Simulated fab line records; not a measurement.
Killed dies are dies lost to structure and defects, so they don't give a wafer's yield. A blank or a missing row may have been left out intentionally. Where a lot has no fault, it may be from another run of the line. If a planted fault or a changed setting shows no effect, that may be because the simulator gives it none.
fab line records    flow nandHarc
record lots=5  wafers=14  lastDay=24
route steps=1159 shown A_WL_FILL@817 A_CONTACT@840 END@1159
lots that met no fault: taken from a fault-free run of the same line
startH: hours from the record's opening day to when the first of the lot's shown wafers began    waitH: how many hours have passed since the lot's step before this one    " identical to the entry in the row above    L1.1+2: a single row standing in for several wafers    - no value present, or no start provided    * or withheld: withheld    < > ~ a bound
route shown NAME@n: NAME is a module with steps in the file, n the number in the route of the first one    usual: mean/standard deviation taken from wafers without a fault    same: alike in all rows    chamber/n: place in a boat    sites: per-site readings    _std_site: their standard deviation    _edge_site: inner sites' mean taken away from outer sites' mean    radiusMm: for every site, how far away it sits from the centre of the wafer    mask NAME#n: copy n    behind: the most recent tool/chamber to have shaped the wafer    hold: the reason the lot was held/the length of the hold in hours/how it ended    device: the transistor (n, p or np) that didn't switch    end of line: at the end of the route, the tests of the same wafers    a step with no rows: only its recipe    killed: at the first sort, the dies lost to defects and structure; wafer yield is something else    map: the dies of a wafer, with x for killed, . for not killed, _ for no die there
set.NAME: the setting as run; set.NAME@STEP: as run at that earlier step    model.NAME: the simulator's own value behind a step, which no gauge read
a table for each step, a row for each wafer; lots at some steps of the route
services: the hour from which a tool's chamber was out of use, counted from the record's first day as startH (under 0 if before that day), plus the number of hours and why
## steps
# step NHARC_A_WL_FILL_STRIP_28
# recipe timeS=1200  tempC=72.5  chemistry=postEtchResidueRemover
# step NHARC_A_WL_FILL_PRECLEAN_06
# recipe timeS=300  chemistry=DIW
# step NHARC_A_WL_FILL_SRD_07
# step NHARC_A_WL_FILL_ANNEAL_08
# recipe tempC=450  timeS=1800
# step NHARC_A_WL_FILL_ALD_10
# recipe targetThkA=500  pulseTimeS=10  aldCycles=500  tempC=300  material=SiO2
# step NHARC_A_WL_FILL_ETCHBACK_16
# recipe targetDepthA=880  timeS=17.6  c4f8FlowSccm=withheld  o2FlowSccm=8  arFlowSccm=withheld  rfW=600  biasW=800  chemistry=C4F8/O2/Ar
# step NHARC_A_WL_FILL_STRIP_29
# recipe timeS=20  o2FlowSccm=500  arFlowSccm=0  biasW=0  chemistry=O2
# usual drypumpMotorCurrentA=5.6/0.49  oesProductAu=0.993/0.013  rfVppV=57.9/0.71  showerheadPlenumPTorr=3.56/0.13  throttleValvePct=17.037/0.0094
# same biasW=0
lot.wafer  tool        chamber  startH  waitH  drypumpMotorCurrentA  oesProductAu  rfHoursCounterH  rfVppV  showerheadPlenumPTorr  throttleValvePct
L140.3     rieDiel-06  0        394.53  0.1    5.0                   0.983         5.3              58.6    3.70                   17.027
L140.4     "           1        "       "      6.1                   0.984         5.4              55.7    3.30                   17.043
L140.1     "           2        "       "      4.9                   0.992         5.4              58.4    3.55                   17.036
L143.4     rieDiel-02  2        420.67  0.1    6.4                   0.971         2.0              57.5    3.58                   17.051
L143.5     "           1        "       "      5.6                   0.996         -                58.8    3.58                   17.055
L143.6     "           2        "       "      6.4                   0.979         -                58.6    3.58                   17.038
L152.2     rieDiel-06  0        464.74  0.1    5.0                   1.000         1.7              58.2    3.70                   17.046
L152.6     "           0        "       "      5.0                   0.998         -                58.7    3.70                   17.053
L154.1     rieDiel-06  1        474.05  0.1    6.1                   1.009         1.6              58.5    3.30                   17.017
L154.2     "           3        "       "      6.3                   0.986         1.9              56.9    3.53                   17.030
L154.5     "           1        "       "      6.1                   1.013         -                58.5    3.30                   17.030
L153.1     rieDiel-09  0        477.07  0.1    5.6                   0.993         3.0              57.0    3.66                   17.035
L153.4     "           3        "       "      5.5                   0.992         2.6              59.0    3.71                   17.040
L153.6     "           1        "       "      5.6                   0.977         -                58.0    3.52                   17.040
# step NHARC_A_WL_FILL_ETCHBACK_17
# recipe targetDepthA=40  timeS=26.7  chemistry=Cl2/BCl3
# step NHARC_A_WL_FILL_PRECLEAN_18
# recipe timeS=30  chemistry=dHF
# step NHARC_A_WL_FILL_SRD_21
# step NHARC_A_WL_FILL_CVD_23
# recipe targetThkA=400  tempC=620  pressureMtorr=200  timeS=800  material=poly-Si
# step NHARC_A_WL_FILL_ETCHBACK_26
# recipe targetDepthA=520  timeS=13.3  hbrFlowSccm=150  rfW=350  icpW=350  biasW=60  chemistry=HBr
# usual biasW=59.97/0.18  drypumpMotorCurrentA=5.4/0.37  oesProductAu=0.998/0.016  throttleValvePct=23.267/0.0084
lot.wafer  tool      chamber  startH  waitH  biasW  drypumpMotorCurrentA  oesProductAu  rfHoursCounterH  throttleValvePct
L140.4     rieSi-06  2        400.04  0.4    60.04  5.9                   1.002         0.19             23.257
L140.1     "         3        "       "      59.93  5.5                   0.998         0.21             23.259
L140.3     "         0        "       "      59.99  5.7                   0.995         0.26             23.276
L143.4     rieSi-01  2        425.35  0.4    60.04  5.2                   1.019         0.70             23.264
L143.6     "         0        "       "      60.01  5.1                   0.964         -                23.263
L143.5     "         1        "       "      60.16  5.5                   0.987         -                23.261
L152.2     rieSi-01  0        470.27  0.4    60.06  5.1                   0.972         1.05             23.255
L152.6     "         0        "       "      60.19  5.0                   0.978         -                23.273
L154.2     rieSi-06  3        479.22  0.4    60.16  5.5                   0.993         0.84             23.265
L154.1     "         0        "       "      59.76  5.7                   0.991         0.99             23.254
L154.5     "         2        "       "      60.13  5.9                   1.009         -                23.259
L153.4     rieSi-05  0        482.60  0.4    60.17  5.7                   1.001         0.49             23.259
L153.1     "         1        "       "      59.79  5.1                   0.989         0.44             23.276
L153.6     "         2        "       "      60.22  5.2                   0.994         -                23.263
# step NHARC_A_WL_FILL_PRECLEAN_30
# recipe timeS=10  chemistry=dHF
# step NHARC_A_WL_FILL_SRD_14
# step NHARC_A_WL_FILL_ALD_19
# recipe targetThkA=20  pulseTimeS=3  aldCycles=100  tempC=450  material=TiN
# usual heaterPowerW=1076/100  precursorPulseHeightRel=1.003/0.021  susceptorTempC=450.00/0.24
lot.wafer  tool         chamber  startH  waitH  heaterPowerW  precursorPulseHeightRel  susceptorTempC
L140.1     aldMetal-01  3        400.30  0.1    977           1.060                    449.95
L140.3     "            1        "       "      1040          0.999                    450.48
L140.4     "            2        "       "      950           0.996                    450.04
L143.4     aldMetal-03  2        425.61  0.1    993           0.974                    449.85
L143.5     "            1        "       "      1205          0.968                    450.54
L143.6     "            2        "       "      999           0.997                    450.01
L152.2     aldMetal-01  0        470.60  0.2    903           1.014                    450.40
L152.6     "            2        "       "      969           1.047                    449.54
L154.1     aldMetal-03  3        479.50  0.1    1115          1.003                    449.88
L154.2     "            1        "       "      1218          0.961                    449.86
L154.5     "            2        "       "      1022          1.012                    449.63
L153.1     aldMetal-01  3        482.85  0.1    998           1.034                    450.52
L153.4     "            0        "       "      923           1.014                    449.77
L153.6     "            0        "       "      893           0.983                    449.73
# step NHARC_A_WL_FILL_CVD_20
# recipe targetThkA=750  tempC=300  pressureTorr=40  wf6FlowSccm=40  h2FlowSccm=1600  arFlowSccm=1560  timeS=5064  material=W
# step NHARC_A_WL_FILL_CMP_12
# recipe tOverpolishS=30  targetThkNm=75
# usual motorCurrentA=11.5/1.4  overpolishRunS=29.999/0.0092  padLifeWafers=300/150  timeToEndpointS=14.9/2.6
lot.wafer  tool    chamber  startH  waitH  motorCurrentA  overpolishRunS  padLifeWafers  timeToEndpointS
L140.4     cmp-01  0        406.06  2.9    10.1           29.989          126            15.2
L140.3     "       2        "       "      13.5           29.996          128            19.2
L140.1     "       3        "       "      9.5            30.005          129            14.6
L143.4     cmp-01  3        433.22  3.0    9.7            29.992          279            16.0
L143.5     "       0        "       "      10.3           30.008          -              16.2
L143.6     "       1        "       "      13.9           30.004          -              14.5
L152.2     cmp-02  0        475.95  3.7    12.5           29.999          297            18.8
L152.6     "       1        "       "      13.2           29.984          -              17.2
L154.2     cmp-02  0        484.68  4.3    12.8           30.003          342            18.2
L154.1     "       1        "       "      12.6           29.986          343            19.3
L154.5     "       1        "       "      12.7           30.003          -              16.3
L153.1     cmp-01  2        491.44  4.4    13.0           30.007          80             16.8
L153.4     "       3        "       "      9.4            29.995          81             15.0
L153.6     "       0        "       "      9.6            29.986          -              11.7
# step NHARC_A_WL_FILL_SRD_31
# step NHARC_A_CONTACT_DEP_24
# recipe targetThkA=5000  tempC=400  pressureTorr=6.5  rfW=900  teosFlowSccm=161.4  flowSccm=2650  targetThkNm=500  gas=O2  material=SiO2
# step NHARC_A_CONTACT_DEP_28
# recipe targetThkA=36000  tempC=400  material=aC
# usual susceptorTempC=400.00/0.22  throttleValvePct=35.000/0.0092
lot.wafer  tool       chamber  startH  waitH  susceptorTempC  throttleValvePct
L140.1     aclDep-01  0        408.97  1.6    400.44          35.008
L140.3     "          0        "       "      400.17          34.997
L140.4     "          0        "       "      400.20          34.987
L143.4     aclDep-02  0        436.24  2.0    400.34          35.003
L143.5     "          0        "       "      399.98          35.011
L143.6     "          0        "       "      399.76          35.006
L152.2     aclDep-02  0        477.63  0.4    399.76          34.986
L152.6     "          0        479.10  1.9    399.72          35.000
L154.1     aclDep-02  0        488.87  3.1    399.98          34.996
L154.2     "          0        "       "      400.07          34.986
L154.5     "          0        490.35  4.6    400.22          35.006
L153.1     aclDep-03  0        492.53  0.1    399.98          35.006
L153.4     "          0        493.64  1.2    399.96          34.991
L153.6     "          0        "       "      400.12          35.013
# step NHARC_A_CONTACT_DEP_29
# recipe targetThkA=700  targetThkNm=70  tempC=400  pressureTorr=3.5  flowSccm=200  rfW=350  material=SiON
# step NHARC_A_CONTACT_DEHYDRATE_32
# recipe tempC=150  timeS=120
# step NHARC_A_CONTACT_HMDS_33
# recipe timeS=30
# step NHARC_A_CONTACT_COAT_34
# recipe tempC=260  timeS=75
# step NHARC_A_CONTACT_COAT_35
# recipe tempC=225  timeS=65
# step NHARC_A_CONTACT_COAT_36
# recipe spinRpm=1500  resistThkNm=90
# step NHARC_A_CONTACT_SOFTBAKE_37
# recipe tempC=105  timeS=55
# step NHARC_A_CONTACT_EBR_38
# step NHARC_A_CONTACT_EXPOSE_39
# recipe na=1.35  sigmaOuter=0.8  doseMj=58.79  maskId=A_CC_3
# step NHARC_A_CONTACT_PEB_40
# recipe pebTempC=100  pebTimeS=65
# step NHARC_A_CONTACT_DEVELOP_41
# recipe developTimeS=35  devTempC=23
# step NHARC_A_CONTACT_CD_MEAS_42
# recipe targetCdNm=200  landingEnergyEv=500
# usual cdNm=199.6/0.63
# same landingEnergyEv=500
lot.wafer  tool      chamber  startH  waitH  cdNm
L140.1     cdSem-02  0        411.91  -      200.1
L140.3     "         0        "       "      200.3
L140.4     "         0        "       "      200.2
L143.4     cdSem-02  0        437.97  -      199.5
L143.5     "         0        "       "      199.1
L143.6     "         0        "       "      199.4
L152.2     cdSem-03  0        480.51  -      199.7
L152.6     "         0        "       "      199.4
L154.1     cdSem-02  0        491.83  -      199.4
L154.2     "         0        "       "      199.6
L154.5     "         0        "       "      199.7
L153.1     cdSem-02  0        495.50  -      198.8
L153.4     "         0        "       "      200.5
L153.6     "         0        "       "      198.5
# step NHARC_A_CONTACT_OVL_MEAS_43
# usual overlayXNm=-0.1/0.66  overlayYNm=0.1/0.98
lot.wafer  tool        chamber  startH  waitH  overlayXNm  overlayYNm
L140.1     overlay-02  -        412.01  -      -0.4        1.2
L140.3     "           -        "       "      0.3         0.2
L140.4     "           -        "       "      0.0         0.2
L143.4     overlay-02  -        438.05  -      -0.6        1.9
L143.5     "           -        "       "      -0.6        1.9
L143.6     "           -        "       "      -0.4        1.7
L152.2     overlay-02  -        480.59  -      0.3         -1.1
L152.6     "           -        "       "      0.2         -0.7
L154.1     overlay-01  -        491.92  -      0.4         0.5
L154.2     "           -        "       "      0.1         0.0
L154.5     "           -        "       "      0.1         0.1
L153.1     overlay-01  -        495.59  -      -0.1        -1.2
L153.4     "           -        "       "      -0.1        -0.9
L153.6     "           -        "       "      0.0         -0.6
# step NHARC_A_CONTACT_DESCUM_47
# recipe timeS=3  o2FlowSccm=200  arFlowSccm=0  biasPowerW=0  chemistry=O2
# usual drypumpMotorCurrentA=5.67/0.23  oesProductAu=0.998/0.011  rfVppV=57.7/0.9  showerheadPlenumPTorr=1.89/0.078  throttleValvePct=11.311/0.0083
lot.wafer  tool        chamber  startH  waitH  hold                     drypumpMotorCurrentA  oesProductAu  rfHoursCounterH  rfVppV  showerheadPlenumPTorr  throttleValvePct
L140.1     rieDiel-08  2        412.12  0.1    -                        5.37                  0.985         19               58.4    1.79                   11.308
L140.4     "           3        "       "      -                        5.98                  0.995         19               57.7    1.86                   11.321
L140.3     "           0        "       "      -                        5.59                  0.998         20               57.1    1.87                   11.318
L143.4     rieDiel-11  0        438.19  0.1    -                        5.43                  0.998         23               58.3    2.00                   11.312
L143.5     "           3        "       "      -                        5.78                  0.989         -                59.6    1.97                   11.315
L143.6     "           0        "       "      -                        5.42                  1.008         -                56.2    2.00                   11.310
L152.2     rieDiel-01  3        482.93  2.1    awaitDispo/1.9h/release  6.07                  0.994         56               57.6    1.93                   11.309
L152.6     "           1        "       "      awaitDispo/1.9h/release  5.86                  1.019         -                56.9    1.78                   11.307
L154.1     rieDiel-08  3        492.01  0.1    -                        5.96                  1.002         1                57.2    1.86                   11.313
L154.2     "           0        "       "      -                        5.59                  1.020         1                57.6    1.87                   11.309
L154.5     "           0        "       "      -                        5.58                  1.020         -                58.5    1.86                   11.299
L153.4     rieDiel-11  2        495.69  0.1    -                        5.59                  1.016         42               57.6    1.82                   11.307
L153.1     "           3        "       "      -                        5.75                  0.998         46               58.5    1.96                   11.327
L153.6     "           2        "       "      -                        5.58                  1.011         -                58.2    1.82                   11.320
# step NHARC_A_CONTACT_ETCH_48
# recipe targetDepthA=390  overEtchFrac=0.3  timeS=65  ionEnergyEv=80  cf4FlowSccm=150  arFlowSccm=0  rfW=300  biasW=100  chemistry=CF4
# usual biasW=99.99/0.28  drypumpMotorCurrentA=5.67/0.23  oesProductAu=0.997/0.01  rfVppV=151.0/1.1  showerheadPlenumPTorr=1.75/0.066  throttleValvePct=13.284/0.0096
lot.wafer  tool        chamber  startH  waitH  biasW   drypumpMotorCurrentA  oesProductAu  rfHoursCounterH  rfVppV  showerheadPlenumPTorr  throttleValvePct
L140.3     rieDiel-08  3        412.19  0.1    99.75   5.96                  0.994         19               149.6   1.72                   13.287
L140.4     "           0        "       "      100.19  5.56                  1.013         20               151.6   1.73                   13.288
L140.1     "           2        "       "      100.15  5.33                  0.996         19               149.3   1.66                   13.282
L143.4     rieDiel-11  0        438.28  0.1    100.20  5.44                  0.991         23               151.7   1.84                   13.277
L143.6     "           3        "       "      100.24  5.82                  0.995         -                151.0   1.82                   13.278
L143.5     "           0        "       "      100.13  5.44                  0.995         -                152.8   1.84                   13.293
L152.2     rieDiel-01  1        483.02  0.1    100.31  5.86                  1.009         60               147.8   1.65                   13.284
L152.6     "           1        "       "      100.02  5.86                  1.015         -                150.2   1.65                   13.288
L154.2     rieDiel-08  2        492.17  0.1    100.08  5.35                  0.998         0                149.0   1.65                   13.267
L154.1     "           3        "       "      99.51   5.94                  0.997         1                150.1   1.72                   13.291
L154.5     "           1        "       "      99.76   5.91                  1.007         -                152.9   1.83                   13.288
L153.1     rieDiel-11  2        495.85  0.1    99.73   5.59                  1.004         42               151.0   1.69                   13.286
L153.4     "           0        "       "      100.30  5.44                  1.006         47               151.3   1.84                   13.286
L153.6     "           3        "       "      99.88   5.79                  0.993         -                149.9   1.81                   13.276
# step NHARC_END_SORT_01
# recipe tempC=25
# usual killedAtArray=27/9.9  killedAtOther=0.5/0.76  killedAtPeriphery=3.4/2.2  killedDies=31/10  killedOpen=3.3/2  killedShort=2.0/1.5
# same grossDies=677
lot.wafer  tool       chamber  startH  waitH  killedAtArray  killedAtOther  killedAtPeriphery  killedDies  killedOpen  killedShort
L152.2     prober-01  0        560.47  2.8    78             1              3                  82          2           0
L152.6     prober-01  0        563.69  4.0    82             2              2                  86          4           1
# killed by level:class
L152.2 A_WL_FILL:unspecified=63 A_CHANNEL_HOLE_D1:chamberFilmFlake=7 A_CONTACT:chamberFilmFlake=5 A_STAIRCASE:chamberFilmFlake=2 P_GATE:geometricParticle:open=1 P_M0:geometricParticle:open=1 P_GATE:chamberFilmFlake=1 A_M1:chamberFilmFlake=1
L152.6 A_WL_FILL:unspecified=62 A_CONTACT:chamberFilmFlake=8 A_STAIRCASE:chamberFilmFlake=3 A_CHANNEL_FILL_D1:geometricParticle:open=2 A_CHANNEL_HOLE_D1:chamberFilmFlake=2 A_M1:chamberFilmFlake=2 THIN_TSV:chamberFilmFlake=2 P_STI:geometricParticle:short=1
# map L152.6 (x killed, . not)
____________.____________
_________......._________
_______..........._______
______...........x.______
_____..............._____
____..............x..____
____...............x.____
___...........x.xxx...___
___...............xxx.___
__..x...........xxxxxxx__
__........x....xxxxxxx.__
_............x..xxxxxx.x_
_............x.xxxxxxxx._
_..............xxxxxxx.x_
_...............xxxxxx.x_
_..............xxxxxxx.x_
.x............x...xxxx...
.x...............x.xx....
.............x..x........
.................x.......
.........................
_.x............x........_
_......................._
_......................._
_......................._
_......................._
__...............x.....__
__............x........__
___...................___
___....x.........x....___
____.................____
____.................____
_____..............x_____
______.............______
_______..........._______
_________......._________
____________.____________
# map L143.6 (x killed, . not)
____________.____________
_________......._________
_______..........._______
______xx...........______
_____..............._____
____.................____
____x................____
___...................___
___x....x.............___
__.x...................__
__................x....__
_......................._
_....................x.._
_......................._
_......................._
_.x....................._
.........................
.........................
.........................
.........................
......x..................
_.......xxx............._
_........x.....x..x....._
_.....xxxxxx.x.........._
_.......x.xx......x....._
_......x.x.............._
__.....xxxx............__
__....x.xx.x..x........__
___....xxx.x..........___
___.....x.............___
____.....x.....x.....____
____.................____
_____..............._____
______.............______
_______..........._______
_________......._________
____________.____________
## services
tool         chamber  startH  hours  kind
rieDiel-02   -        372.89  4.7    repair
rieDiel-11   2        375.05  1.5    repair
cmp-01       -        375.63  4.0    pm
rieDiel-02   3        379.57  9.0    repair
rieDiel-09   1        390.44  19.3   repair
aldMetal-03  2        395.03  22.2   repair
cmp-02       -        405.59  0.5    repair
rieSi-01     2        406.41  4.9    repair
aclDep-03    -        407.08  13.0   pm
rieDiel-06   -        418.20  9.0    pm
cmp-01       -        418.50  0.6    repair
cmp-02       -        422.62  4.0    pm
rieDiel-01   2        423.97  50.2   repair
rieDiel-08   1        437.38  8.4    repair
aldMetal-01  3        439.75  14.2   repair
cmp-02       -        456.55  1.2    repair
aldMetal-01  -        458.00  10.0   pm
rieSi-01     1        459.52  7.1    repair
rieDiel-08   2        461.42  1.3    repair
rieDiel-01   3        466.91  9.3    repair
cmp-01       -        473.63  4.0    pm
rieDiel-08   -        478.80  9.0    pm
rieSi-01     -        481.00  9.0    pm
rieDiel-01   -        491.88  9.0    pm
## key
firstSign step=NHARC_END_SORT_01  reading=killedAtArray  direction=up  sigmas=5.4  usual=27  struck=80
effect step=NHARC_END_SORT_01  reading=killedDies  direction=up  sigmas=5.3  usual=31  struck=84
moreKillsBornAt NHARC_A_WL_FILL_ETCHBACK_26@rieSi-01=125
metAt NHARC_A_WL_FILL_ETCHBACK_26
struckWafers L152.2,L152.6
testerLeftOut L152
onsetBetween 425.35 470.27
fault kind=chamberParticleSource  tool=rieSi-01  chamber=0  onsetH=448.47  steps=NHARC_A_WL_FILL_ETCHBACK_26  ratePerVisitCm2=0.38641  endH=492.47
# testerLeftOut: of these lots the tester's yield and bins aren't shown, on N5 and GAA mostly nor the transistor test; their killed dies are dies lost to structure and defects alone, not to doping, threshold or leakage, so they don't give the yield
